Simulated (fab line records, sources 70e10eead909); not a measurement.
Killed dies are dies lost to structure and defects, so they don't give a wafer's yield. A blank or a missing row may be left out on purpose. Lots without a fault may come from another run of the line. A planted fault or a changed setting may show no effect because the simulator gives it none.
Chamber matching | flow nand_harc | NHARC_A_DECK1_JOINT_ETCHBACK_07 on rie_si-04: 4 sister chambers
The step etches the open film in HBr, target depth 105 nm, time 26.9 s. 14 wafers are shown with their chamber, then 7 later ones without.

WAFERS WITH THEIR CHAMBER
wafer  | chamber | he_backside_leak_sccm (sccm) | bias_w (W) | oes_product_au (a.u.)
L257.1 | 2       | 2.81                         | 60.21      | 0.989
L257.3 | 0       | 3.02                         | 59.91      | 1.001
L257.6 | 0       | 2.97                         | 59.98      | 0.994
L258.1 | 1       | 2.38                         | 59.74      | 1.005
L258.2 | 2       | 2.77                         | 59.95      | 0.989
L258.5 | 1       | 2.34                         | 59.66      | 0.994
L259.2 | 1       | 2.50                         | 60.09      | 1.003
L259.3 | 0       | 2.99                         | 59.98      | 0.985
L259.5 | 0       | 2.96                         | 60.06      | 0.982
L274.3 | 3       | 2.64                         | 60.14      | 0.989
L274.5 | 3       | 2.59                         | 60.05      | 0.992
L274.6 | 0       | 2.89                         | 60.00      | 1.017
L276.1 | 1       | 2.38                         | 59.78      | 1.028
L276.3 | 0       | 2.88                         | 59.93      | 1.024

SIGNATURES (means of the wafers above)
reading               | chamber 0 | chamber 1 | chamber 2 | chamber 3 | scatter within a chamber
he_backside_leak_sccm | 2.9517    | 2.4000    | 2.7900    | 2.6150    | 0.0565
bias_w                | 59.9767   | 59.8175   | 60.0800   | 60.0950   | 0.126
oes_product_au        | 1.00050   | 1.00750   | 0.98900   | 0.99050   | 0.0144
Rule: a wafer's distance from a chamber is the root of the sum, over the readings, of the square of ((its reading less the chamber's mean) divided by the reading's scatter). The wafer belongs to the nearest chamber; if the next one is less than 2 further off, it can't be placed. The scatter: the root of (the sum of the squares of (reading less its chamber's mean) over the shown wafers, divided by (wafers less chambers)).

WAFERS WITHOUT THEIR CHAMBER
wafer  | he_backside_leak_sccm (sccm) | bias_w (W) | oes_product_au (a.u.)
L276.6 | 2.70                         | 59.49      | 0.993
L278.2 | 2.99                         | 59.81      | 1.010
L278.3 | 2.66                         | 59.98      | 0.994
L278.5 | 2.33                         | 60.04      | 1.034
L280.2 | 2.82                         | 60.16      | 0.990
L280.4 | 2.94                         | 60.04      | 0.994
L280.6 | 2.83                         | 60.09      | 0.996

WHICH CHAMBER EACH WENT THROUGH
wafer  | from the rows above               | in truth
L276.6 | can't be placed: 2 or 3 or 0 or 1 | 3
L278.2 | 0                                 | 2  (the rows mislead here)
L278.3 | can't be placed: 3 or 2           | 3
L278.5 | 1                                 | 1
L280.2 | 2                                 | 2
L280.4 | can't be placed: 0 or 2           | 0
L280.6 | can't be placed: 2 or 0           | 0
Placed correctly: 2 of 7. Can't be placed from these rows: 4 (the true chamber is among the candidates in 4). Placed wrongly: 1.
